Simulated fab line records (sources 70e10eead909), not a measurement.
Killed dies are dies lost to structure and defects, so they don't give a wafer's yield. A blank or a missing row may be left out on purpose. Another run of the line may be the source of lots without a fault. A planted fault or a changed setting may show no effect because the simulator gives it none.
Chamber matching -- flow nandHarc -- 4 sister chambers for NHARC_P_BONDPAD_ETCH_37 on rieDiel-02
The step etches the open film in N2/H2, target depth 60 nm, overetch 18 nm, time 65.91 s. 45 wafers are shown with their chamber, then 12 later ones without.

## WAFERS WITH THEIR CHAMBER
wafer,chamber,showerheadPlenumPTorr (Torr),drypumpMotorCurrentA (A),rfVppV (V)
L074.3,1,2.00,6.4,429.9
L074.4,3,2.17,6.1,434.1
L074.6,0,2.18,5.9,435.5
L075.1,0,2.19,5.8,434.4
L075.4,3,2.17,6.1,435.1
L075.6,1,2.00,6.4,429.4
L076.2,2,1.98,5.7,429.5
L076.3,0,2.18,5.8,434.9
L076.6,0,2.18,5.8,433.9
L081.1,3,2.16,6.1,433.9
L081.2,0,2.18,5.8,434.9
L081.5,2,1.98,5.7,430.5
L080.2,2,1.98,5.7,428.3
L080.3,0,2.18,5.9,434.7
L080.5,0,2.18,5.9,434.2
L079.3,3,2.16,6.0,435.0
L079.4,0,2.18,5.8,434.9
L079.6,1,2.00,6.4,428.9
L082.1,3,2.16,6.1,433.4
L082.2,0,2.18,5.8,435.1
L082.4,1,2.00,6.4,428.3
L084.3,3,2.16,6.1,434.3
L084.4,0,2.18,5.8,434.4
L084.6,1,2.00,6.3,428.8
L086.1,2,1.98,5.7,428.5
L086.2,0,2.18,5.8,434.2
L086.4,3,2.16,6.1,433.5
L085.1,2,1.98,5.7,427.9
L085.2,1,1.99,6.4,430.1
L085.5,0,2.18,5.8,434.9
L088.3,1,1.99,6.4,429.9
L088.4,2,1.98,5.7,430.5
L088.6,0,2.18,5.8,433.7
L090.1,1,1.99,6.4,429.2
L090.2,0,2.18,5.8,434.8
L090.6,2,1.98,5.7,428.7
L089.4,2,1.98,5.7,429.3
L089.5,3,2.16,6.0,433.9
L089.6,2,1.98,5.7,428.6
L091.2,0,2.18,5.8,432.9
L091.3,2,1.98,5.7,428.7
L091.6,2,1.98,5.7,429.0
L094.1,0,2.18,5.8,432.7
L094.2,2,1.98,5.7,429.9
L094.4,1,1.99,6.4,429.2

SIGNATURES, as means of the wafers listed above
reading,chamber 0,chamber 1,chamber 2,chamber 3,scatter within a chamber
showerheadPlenumPTorr,2.1806,1.9956,1.9800,2.1625,0.00337
drypumpMotorCurrentA,5.819,6.389,5.700,6.075,0.0343
rfVppV,434.381,429.300,429.117,434.150,0.737
Rule: distance of a wafer from a chamber = root of the sum over the readings of ((wafer's reading minus chamber's mean) / reading's scatter) squared. If the next closest chamber is less than 2 further off than the closest, the wafer can't be placed; otherwise it belongs to the closest. The scatter: the root of (the sum of the squares of (reading less its chamber's mean) over the shown wafers, divided by (wafers less chambers)).

## WAFERS WITHOUT THEIR CHAMBER
wafer,showerheadPlenumPTorr (Torr),drypumpMotorCurrentA (A),rfVppV (V)
L093.2,1.98,5.7,429.9
L093.5,1.98,5.7,428.7
L093.6,1.99,6.4,429.1
L092.2,2.18,5.8,435.2
L092.3,1.98,5.7,428.6
L092.6,2.18,5.8,434.4
L095.2,2.18,5.8,434.5
L095.3,1.99,6.4,429.2
L095.4,2.16,6.1,433.7
L096.1,2.16,6.1,432.5
L096.3,2.18,5.8,433.7
L096.4,1.99,6.4,429.8

## CHAMBER TAKEN BY EACH
wafer,from the rows above,in truth
L093.2,2,2
L093.5,2,2
L093.6,1,1
L092.2,0,0
L092.3,2,2
L092.6,0,0
L095.2,0,0
L095.3,1,1
L095.4,3,3
L096.1,3,3
L096.3,0,0
L096.4,1,1
12 of 12 placed correctly. Left unplaced by these rows: 0. Wrongly placed: 0.
